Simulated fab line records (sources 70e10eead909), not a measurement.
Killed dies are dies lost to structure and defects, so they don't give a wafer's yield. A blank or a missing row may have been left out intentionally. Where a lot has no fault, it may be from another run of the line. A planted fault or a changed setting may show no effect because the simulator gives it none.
fab line records -- flow nand-harc
[record] lots = 15, wafers = 45, last-day = 30
route steps=1302 shown A_STAIRCASE@748
lots with no fault: from the same line, run without faults
start-h: hours from the record's first day to the start of the lot's first wafer shown -- wait-h: how many hours have passed since the lot's step before this one -- " the same as in the row above -- L1.1+2: a single row standing in for several wafers -- - value missing, or start not given -- * or withheld: withheld -- < > ~ a bound
route shown NAME@n: NAME is a module with steps in the file, n the number in the route of the first one -- usual: the fault-free wafers' mean and standard deviation -- same: alike in all rows -- chamber/n: place in a boat -- sites: readings site by site -- _std_site: standard deviation across them -- _edge_site: inner sites' mean taken away from outer sites' mean -- radius-mm: for every site, how far away it sits from the centre of the wafer -- mask NAME#n: copy n -- behind: the most recent tool/chamber to have shaped the wafer -- hold: why the lot went on hold/how many hours it stayed there/how the hold came to an end -- device: transistor that didn't switch, given as n, p or np -- end of line: the route-end tests of the same wafers -- a step given without rows: its recipe and nothing more -- killed: dies lost to structure and defects at the first sort, not the wafer's yield -- map: the dies of a wafer, with x for killed, . for not killed, _ for no die there
set.NAME: the setting that was run; set.NAME@STEP: the one run at that earlier step -- model.NAME: the simulator's own value behind a step, which no gauge read
a sample of lots followed through the steps of the route, with each step as a table and each wafer as a row
services: from which hour (start-h, from the record's first day; less than 0 if before it) a tool's chamber was out of use, for how many hours, and why
[[steps]]
[step NHARC_A_STAIRCASE_ETCH_234]
[recipe] target-depth-a = 1000, time-s = 40.5, ion-energy-ev = 400, c4f8-flow-sccm = 20, o2-flow-sccm = 10, ar-flow-sccm = withheld, rf-w = 600, bias-w = 1000, chemistry = C4F8/O2
[usual] oes-product-au = 0.945/0.011, rf-fwd-power-W = 592.0/2.7, rf-vpp-V = 895/6.4
lot.wafer,tool,chamber,start-h,wait-h,oes-product-au,rf-fwd-power-W,rf-hours-counter-h,rf-vpp-V
L305.1,rie-diel-05,1,-,-,0.931,590.4,40,893
L305.4,rie-diel-05,3,-,-,0.951,590.9,44,886
L305.2,rie-diel-05,0,-,-,0.934,595.9,43,901
L307.2,rie-diel-11,2,-,-,0.940,595.1,41,887
L307.5,rie-diel-11,3,-,-,0.953,593.1,-,886
L307.6,rie-diel-11,2,-,-,0.946,594.9,-,887
L306.1,rie-diel-04,1,-,-,0.945,591.6,6,906
L306.2,rie-diel-04,3,-,-,0.940,586.6,9,896
L306.6,rie-diel-04,0,-,-,0.953,590.2,-,889
L308.2,rie-diel-04,1,-,-,0.949,591.7,15,903
L308.3,rie-diel-04,2,-,-,0.941,595.8,18,896
L308.6,rie-diel-04,3,-,-,0.951,588.9,-,895
L309.1,rie-diel-05,3,-,-,0.938,590.8,57,888
L309.3,rie-diel-05,2,-,-,0.930,594.3,53,890
L309.6,rie-diel-05,3,-,-,0.943,591.7,-,888
L310.3,rie-diel-11,2,-,-,0.951,592.4,54,887
L310.2,rie-diel-11,0,-,-,0.956,594.5,55,895
L310.5,rie-diel-11,1,-,-,0.952,588.2,-,901
L311.3,rie-diel-04,2,-,-,0.921,592.3,27,896
L311.6,rie-diel-04,0,-,-,0.935,591.5,-,889
L311.5,rie-diel-04,1,-,-,0.952,591.4,-,904
L312.2,rie-diel-05,2,-,-,0.946,590.6,5,889
L312.3,rie-diel-05,3,-,-,0.957,588.1,5,906
L312.4,rie-diel-05,0,-,-,0.956,595.7,8,900
L315.3,rie-diel-05,3,-,-,0.953,591.7,24,905
L315.1,rie-diel-05,1,-,-,0.956,594.0,25,891
L315.6,rie-diel-05,0,-,-,0.965,596.5,-,900
L317.3,rie-diel-11,2,-,-,0.946,591.8,15,887
L317.4,rie-diel-11,0,-,-,0.936,595.3,15,892
L317.6,rie-diel-11,1,-,-,0.923,587.1,-,898
L318.3,rie-diel-11,3,-,-,0.946,588.0,17,906
L318.6,rie-diel-11,3,-,-,0.966,592.8,-,906
L318.5,rie-diel-11,0,-,-,0.936,594.9,-,894
L321.1,rie-diel-11,3,-,-,0.938,594.7,24,906
L321.2,rie-diel-11,0,-,-,0.929,591.4,26,894
L321.3,rie-diel-11,2,-,-,0.929,594.1,27,886
L320.4,rie-diel-05,0,-,-,0.960,596.1,44,899
L320.2,rie-diel-05,2,-,-,0.962,594.6,26,890
L320.5,rie-diel-05,3,-,-,0.969,590.0,-,905
L319.3,rie-diel-04,3,-,-,0.941,592.3,55,896
L319.6,rie-diel-04,1,-,-,0.948,592.1,-,904
L319.4,rie-diel-04,2,-,-,0.933,593.9,-,896
L322.4,rie-diel-11,2,-,-,0.949,592.7,34,887
L322.6,rie-diel-11,2,-,-,0.951,593.2,-,887
L322.5,rie-diel-11,3,-,-,0.947,592.1,-,906
[step NHARC_A_STAIRCASE_DEVELOP_267]
[recipe] time-s = 140
[usual] chill-plate-temp-C = 23.00/0.1, exhaust-pa = 45.0/0.92, resist-line-temp-C = 23.01/0.13
lot.wafer,tool,chamber,start-h,wait-h,chill-plate-temp-C,exhaust-pa,resist-line-temp-C
L305.1,litho-track-03,0,376,-,22.89,43.8,22.89
L305.2,litho-track-03,0,376,-,22.88,43.9,23.18
L305.4,litho-track-03,0,376,-,22.93,44.4,23.06
L307.2,litho-track-05,0,389,-,23.06,46.9,23.14
L307.5,litho-track-05,0,389,-,22.97,46.2,22.96
L307.6,litho-track-05,0,389,-,22.97,46.0,23.05
L306.1,litho-track-05,0,390,-,22.83,46.6,22.96
L306.2,litho-track-05,0,390,-,22.83,45.4,22.97
L306.6,litho-track-05,0,390,-,22.97,44.4,22.81
L308.2,litho-track-03,0,408,-,23.06,44.1,23.04
L308.3,litho-track-03,0,408,-,23.00,45.7,22.87
L308.6,litho-track-03,0,408,-,23.02,45.3,23.04
L309.1,litho-track-02,0,409,-,23.01,45.5,23.02
L309.3,litho-track-02,0,409,-,23.04,44.5,23.02
L309.6,litho-track-02,0,409,-,23.07,45.4,22.98
L310.2,litho-track-03,0,428,-,23.02,45.1,23.03
L310.3,litho-track-03,0,428,-,23.14,43.7,22.97
L310.5,litho-track-03,0,428,-,22.99,44.4,23.00
L311.3,litho-track-03,0,442,-,22.82,45.2,23.29
L311.5,litho-track-03,0,442,-,22.95,44.4,23.12
L311.6,litho-track-03,0,442,-,22.82,43.2,23.17
L312.2,litho-track-02,0,445,-,23.17,44.9,23.06
L312.3,litho-track-02,0,445,-,23.16,45.2,22.76
L312.4,litho-track-02,0,445,-,23.03,46.1,23.01
L315.1,litho-track-03,0,487,-,23.05,44.1,22.99
L315.3,litho-track-03,0,487,-,23.14,44.8,22.91
L315.6,litho-track-03,0,487,-,23.13,45.4,22.88
L317.3,litho-track-02,0,498,-,23.07,46.7,22.88
L317.4,litho-track-02,0,498,-,23.02,47.0,22.86
L317.6,litho-track-02,0,498,-,23.13,46.7,22.97
L318.3,litho-track-03,0,510,-,23.10,44.5,22.96
L318.5,litho-track-03,0,510,-,23.07,46.2,23.00
L318.6,litho-track-03,0,510,-,23.10,43.6,22.81
L321.1,litho-track-02,0,531,-,23.00,44.2,22.96
L321.2,litho-track-02,0,531,-,23.00,44.1,23.06
L321.3,litho-track-02,0,531,-,22.92,44.8,22.99
L320.2,litho-track-05,-,531,-,-,-,-
L320.4,litho-track-05,-,531,-,-,-,-
L320.5,litho-track-05,-,531,-,-,-,-
L319.3,litho-track-03,-,533,-,-,-,-
L319.4,litho-track-03,-,533,-,-,-,-
L319.6,litho-track-03,-,533,-,-,-,-
L322.4,litho-track-02,-,551,-,-,-,-
L322.5,litho-track-02,-,551,-,-,-,-
L322.6,litho-track-02,-,551,-,-,-,-
[step NHARC_A_STAIRCASE_ETCH_451]
[recipe] target-depth-a = 300, overetch-a = 30, time-s = 16.5, ion-energy-ev = 100, cf4-flow-sccm = 80, o2-flow-sccm = 20, ar-flow-sccm = 0, rf-w = 300, bias-w = 100, chemistry = CF4/O2
[usual] drypump-motor-current-A = 5.8/0.5, oes_ar_750_au = 1.000/0.0046, oes-product-au = 1.001/0.0094, rf-fwd-power-W = 293.7/1.3, rf-vpp-V = 197.8/1.7, showerhead-plenum-p-Torr = 1.33/0.067, throttle-valve-pct = 13.398/0.008
lot.wafer,tool,chamber,start-h,wait-h,drypump-motor-current-A,oes_ar_750_au,oes-product-au,rf-fwd-power-W,rf-hours-counter-h,rf-vpp-V,showerhead-plenum-p-Torr,throttle-valve-pct
L305.1,rie-diel-11,3,-,-,5.8,1.001,1.033,292.6,17,196.5,1.24,13.391
L305.2,rie-diel-11,0,-,-,6.4,0.995,1.007,296.4,40,198.6,1.32,13.389
L305.4,rie-diel-11,1,-,-,5.8,1.004,1.012,291.5,43,197.4,1.38,13.403
L307.2,rie-diel-05,1,-,-,6.7,1.002,1.003,292.6,51,197.3,1.30,13.398
L307.5,rie-diel-05,1,-,-,6.6,1.006,0.987,294.5,-,197.3,1.30,13.402
L307.6,rie-diel-05,3,-,-,4.9,0.998,0.989,293.7,-,195.0,1.24,13.399
L306.2,rie-diel-04,3,-,-,6.2,0.995,0.998,292.7,15,199.2,1.33,13.395
L306.1,rie-diel-04,0,-,-,5.2,0.993,1.009,293.7,11,197.4,1.26,13.384
L306.6,rie-diel-04,1,-,-,5.4,1.004,1.003,292.7,-,201.2,1.43,13.400
L308.2,rie-diel-04,0,-,-,5.2,1.006,1.005,292.3,17,194.7,1.26,13.412
L308.3,rie-diel-04,1,-,-,5.4,1.004,1.010,294.6,15,199.2,1.43,13.402
L308.6,rie-diel-04,1,-,-,5.4,0.997,0.999,295.2,-,200.4,1.43,13.402
L309.1,rie-diel-11,1,-,-,5.8,0.998,0.993,293.3,47,197.2,1.38,13.394
L309.3,rie-diel-11,3,-,-,5.8,0.998,1.008,291.7,29,195.3,1.24,13.401
L309.6,rie-diel-11,1,-,-,5.8,1.002,1.004,293.2,-,201.0,1.38,13.416
L310.3,rie-diel-05,3,-,-,5.0,1.004,1.009,294.4,4,199.5,1.44,13.392
L310.2,rie-diel-05,2,-,-,6.3,1.001,1.003,294.2,4,197.2,1.27,13.395
L310.5,rie-diel-05,3,-,-,5.0,1.004,1.003,294.7,-,201.0,1.45,13.391
L311.3,rie-diel-11,0,-,-,6.4,1.006,1.003,296.5,0,196.8,1.32,13.403
L311.6,rie-diel-11,0,-,-,6.4,1.000,0.997,295.4,-,196.3,1.31,13.389
L311.5,rie-diel-11,1,-,-,5.8,1.007,1.000,293.2,-,199.4,1.38,13.392
L312.3,rie-diel-05,3,-,-,4.9,0.991,1.003,293.1,10,198.9,1.44,13.406
L312.4,rie-diel-05,1,-,-,6.6,0.996,1.001,292.5,11,196.8,1.29,13.388
L312.2,rie-diel-05,2,-,-,6.3,1.002,0.998,294.9,8,196.1,1.27,13.414
L315.3,rie-diel-05,1,-,-,6.6,1.002,0.992,293.6,27,195.7,1.29,13.400
L315.1,rie-diel-05,0,-,-,5.5,0.998,1.010,296.1,30,198.7,1.38,13.401
L315.6,rie-diel-05,1,-,-,6.7,0.998,0.992,292.9,-,196.4,1.29,13.385
L317.3,rie-diel-04,1,-,-,5.3,1.011,1.012,293.3,46,199.7,1.42,13.393
L317.4,rie-diel-04,3,-,-,6.2,0.998,1.018,293.0,44,197.2,1.32,13.394
L317.6,rie-diel-04,1,-,-,5.3,0.999,1.010,292.9,-,200.4,1.42,13.407
L318.3,rie-diel-11,2,-,-,5.6,1.006,1.009,292.9,19,194.9,1.24,13.392
L318.5,rie-diel-11,2,-,-,5.6,0.999,1.001,293.7,-,195.5,1.24,13.410
L318.6,rie-diel-11,3,-,-,5.8,0.995,1.008,292.3,-,199.2,1.44,13.405
L321.1,rie-diel-05,0,-,-,5.5,0.997,0.997,295.4,46,201.2,1.37,13.399
L321.3,rie-diel-05,1,-,-,6.7,1.004,0.979,293.8,42,196.6,1.29,13.399
L321.2,rie-diel-05,3,-,-,4.9,1.001,1.009,292.8,40,198.5,1.44,13.392
L320.4,rie-diel-11,2,-,-,5.5,0.998,0.998,293.7,29,195.4,1.24,13.392
L320.2,rie-diel-11,0,-,-,6.5,0.999,0.978,295.3,27,197.4,1.31,13.417
L320.5,rie-diel-11,1,-,-,5.8,1.000,0.984,292.3,-,199.0,1.37,13.397
L319.4,rie-diel-11,2,-,-,5.6,0.993,1.009,293.1,30,194.8,1.24,13.406
L319.3,rie-diel-11,3,-,-,5.9,0.997,1.013,291.3,26,200.8,1.44,13.394
L319.6,rie-diel-11,0,-,-,6.4,1.006,0.990,294.9,-,195.8,1.31,13.402
L322.5,rie-diel-04,1,-,-,5.3,1.000,0.998,292.6,-,200.3,1.42,13.381
L322.6,rie-diel-04,2,-,-,5.7,1.006,1.006,293.0,-,198.5,1.33,13.417
L322.4,rie-diel-04,3,-,-,6.3,1.006,1.009,292.5,-,197.2,1.32,13.391
[step NHARC_A_STAIRCASE_ETCH_273]
[recipe] target-depth-a = 1.02e+05, time-s = 2468.6, ion-energy-ev = 800, c4f8-flow-sccm = 80, o2-flow-sccm = 60, ar-flow-sccm = withheld, rf-w = 600, bias-w = 3000, chemistry = C4F8/O2/Ar
[usual] oes-product-au = 0.940/0.011, rf-fwd-power-W = 599.8/1.7, rf-vpp-V = 1827/12
lot.wafer,tool,chamber,start-h,wait-h,oes-product-au,rf-fwd-power-W,rf-hours-counter-h,rf-vpp-V
L305.2,rie-diel-11,2,-,-,0.953,603.9,39,1809
L305.4,rie-diel-11,3,-,-,0.952,603.0,18,1808
L305.1,rie-diel-11,0,-,-,0.935,599.5,41,1823
L307.2,rie-diel-05,2,-,-,0.916,602.0,47,1815
L307.5,rie-diel-05,1,-,-,0.923,600.7,-,1820
L307.6,rie-diel-05,2,-,-,0.910,602.1,-,1816
L306.2,rie-diel-04,0,-,-,0.935,597.8,12,1814
L306.1,rie-diel-04,1,-,-,0.930,598.8,9,1844
L306.6,rie-diel-04,3,-,-,0.921,597.3,-,1827
L308.2,rie-diel-04,1,-,-,0.954,599.4,16,1843
L308.3,rie-diel-04,3,-,-,0.944,597.7,20,1825
L308.6,rie-diel-04,1,-,-,0.956,600.1,-,1845
L309.1,rie-diel-11,3,-,-,0.950,600.1,29,1808
L309.3,rie-diel-11,0,-,-,0.948,602.3,51,1823
L309.6,rie-diel-11,3,-,-,0.960,601.0,-,1809
L310.3,rie-diel-05,1,-,-,0.927,602.1,6,1820
L310.2,rie-diel-05,2,-,-,0.957,597.1,4,1814
L310.5,rie-diel-05,0,-,-,0.940,598.7,-,1836
L311.3,rie-diel-11,1,-,-,0.942,601.0,1,1834
L311.5,rie-diel-11,2,-,-,0.953,599.1,-,1810
L311.6,rie-diel-11,3,-,-,0.945,598.4,-,1848
L312.3,rie-diel-05,0,-,-,0.939,598.4,14,1837
L312.4,rie-diel-05,2,-,-,0.924,600.1,9,1815
L312.2,rie-diel-05,3,-,-,0.929,601.3,11,1847
L315.3,rie-diel-05,2,-,-,0.952,598.2,15,1814
L315.1,rie-diel-05,3,-,-,0.947,598.2,27,1846
L315.6,rie-diel-05,0,-,-,0.938,602.1,-,1836
L317.3,rie-diel-04,1,-,-,0.954,598.3,47,1842
L317.4,rie-diel-04,0,-,-,0.950,597.2,46,1811
L317.6,rie-diel-04,1,-,-,0.949,599.7,-,1842
L318.3,rie-diel-11,2,-,-,0.947,600.7,19,1808
L318.5,rie-diel-11,0,-,-,0.945,598.3,-,1824
L318.6,rie-diel-11,1,-,-,0.948,599.5,-,1836
L321.3,rie-diel-05,3,-,-,0.946,602.2,41,1844
L321.1,rie-diel-05,0,-,-,0.935,599.8,46,1834
L321.2,rie-diel-05,1,-,-,0.929,601.1,43,1817
L320.2,rie-diel-11,1,-,-,0.943,602.2,31,1834
L320.4,rie-diel-11,0,-,-,0.925,600.0,27,1821
L320.5,rie-diel-11,1,-,-,0.939,599.9,-,1832
L319.4,rie-diel-11,2,-,-,0.930,600.2,31,1809
L319.3,rie-diel-11,3,-,-,0.935,600.3,27,1848
L319.6,rie-diel-11,1,-,-,0.941,600.8,-,1833
L322.6,rie-diel-04,2,-,-,0.937,596.8,-,1827
L322.4,rie-diel-04,3,-,-,0.947,601.4,-,1823
L322.5,rie-diel-04,1,-,-,0.942,599.8,-,1843
[[services]]
tool,chamber,start-h,hours,kind
rie-diel-04,-,354.97,9.0,pm
rie-diel-11,0,362.93,-,clean
rie-diel-11,1,362.93,-,clean
rie-diel-11,2,362.93,-,clean
rie-diel-11,3,362.93,-,clean
rie-diel-04,-,365.64,0.3,repair
rie-diel-05,0,386.85,20.6,repair
rie-diel-11,0,389.42,-,clean
rie-diel-11,1,389.42,-,clean
rie-diel-11,2,389.42,-,clean
rie-diel-11,3,389.42,-,clean
litho-track-02,-,402.00,7.0,pm
rie-diel-05,-,406.65,9.0,pm
rie-diel-11,0,413.92,-,clean
rie-diel-11,1,413.92,-,clean
rie-diel-11,2,413.92,-,clean
rie-diel-11,3,413.92,-,clean
rie-diel-11,-,432.64,9.0,pm
rie-diel-11,0,432.64,9.0,vent-cycle
litho-track-03,-,450.00,7.0,pm
rie-diel-05,2,452.12,16.0,repair
litho-track-05,-,474.00,7.0,pm
rie-diel-04,0,518.99,65.0,repair
rie-diel-04,-,533.58,9.0,pm
[[key]]
[first-sign] step = NHARC_A_STAIRCASE_DEVELOP_267, reading = tool-record, direction = missing
effect none on later readings
met-at NHARC_A_STAIRCASE_DEVELOP_267
struck-lots L319,L320,L322
later-rows-left-out L319.3,L319.4,L319.6,L320.2,L320.4,L320.5,L322.4,L322.5,L322.6
sort-left-out L319.3,L319.4,L319.6,L320.2,L320.4,L320.5,L322.4,L322.5,L322.6
tester-left-out L319,L320,L322
not-acting-at NHARC_A_STAIRCASE_ETCH_234,NHARC_A_STAIRCASE_ETCH_451,NHARC_A_STAIRCASE_ETCH_273
[fault] kind = skipped-step-whole, tool = litho-track-02,litho-track-03,litho-track-05, chamber = -, onset-h = 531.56, steps = NHARC_A_STAIRCASE_DEVELOP_267, scope = struck-lots-only
// tester-left-out: of these lots the tester's yield and bins aren't shown, on N5 and GAA mostly nor the transistor test; their killed dies are dies lost to structure and defects alone, not to doping, threshold or leakage, so they don't give the yield
// sort-left-out: the simulated sort isn't trusted on such a fault, so these wafers' sort isn't shown, and their yield isn't known
// later-rows-left-out: the simulator's readings of these wafers behind a module that went badly wrong aren't trusted and aren't shown, but for the sort
